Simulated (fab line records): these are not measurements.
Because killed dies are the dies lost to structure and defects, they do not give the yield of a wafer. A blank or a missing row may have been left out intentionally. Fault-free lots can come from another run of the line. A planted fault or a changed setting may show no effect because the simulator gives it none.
Chamber matching	flow nand harc	4 sister chambers for NHARC_A_STAIRCASE_CMP_450 on cmp-01
The step polishes SiO2, target thk 200 nm. 16 wafers are shown with their chamber, then 7 later ones without.

WAFERS WITH THEIR CHAMBER
wafer	chamber	motor current A (A)	pad life wafers
L079.1	2	11.3	338
L079.2	1	11.2	337
L081.1	0	12.7	42
L081.3	2	11.3	44
L082.1	1	12.1	126
L082.3	2	11.7	127
L082.4	3	10.8	128
L083.2	2	12.4	213
L083.4	0	12.6	211
L084.1	0	13.0	229
L084.3	1	11.1	230
L084.4	3	11.2	228
L088.3	2	12.1	396
L088.4	3	10.6	397
L089.1	3	10.5	408
L089.2	0	12.1	409

SIGNATURES (means of the wafers above)
reading	chamber 0	chamber 1	chamber 2	chamber 3	scatter within a chamber
motor current A	12.600	11.467	11.760	10.775	0.435
pad life wafers	222.75	231.00	223.60	290.25	138
Rule: distance of a wafer from a chamber = root of the sum over the readings of ((wafer's reading minus chamber's mean) / reading's scatter) squared. If the next closest chamber is less than 2 further off than the closest, the wafer can't be placed; otherwise it belongs to the closest. The scatter is the square root of a quotient: the sum, over the shown wafers, of each reading's squared deviation from its chamber's mean, divided by wafers minus chambers.

WAFERS MISSING THEIR CHAMBER
wafer	motor current A (A)	pad life wafers
L092.1	12.1	54
L092.2	10.5	55
L096.1	12.1	187
L096.2	11.5	186
L096.4	12.5	189
L094.1	12.0	235
L094.4	10.6	237

WHICH CHAMBER EACH WENT THROUGH
wafer	from the rows above	in truth
L092.1	can't be placed: 2 or 0 or 1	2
L092.2	can't be placed: 3 or 1 or 2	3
L096.1	can't be placed: 2 or 0 or 1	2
L096.2	can't be placed: 1 or 2 or 3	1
L096.4	can't be placed: 0 or 2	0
L094.1	can't be placed: 2 or 1 or 0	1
L094.4	can't be placed: 3 or 1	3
Correctly placed: 0 of 7. From these rows, 7 cannot be placed; in 7 the true chamber is one of the candidates. 0 placed wrongly.
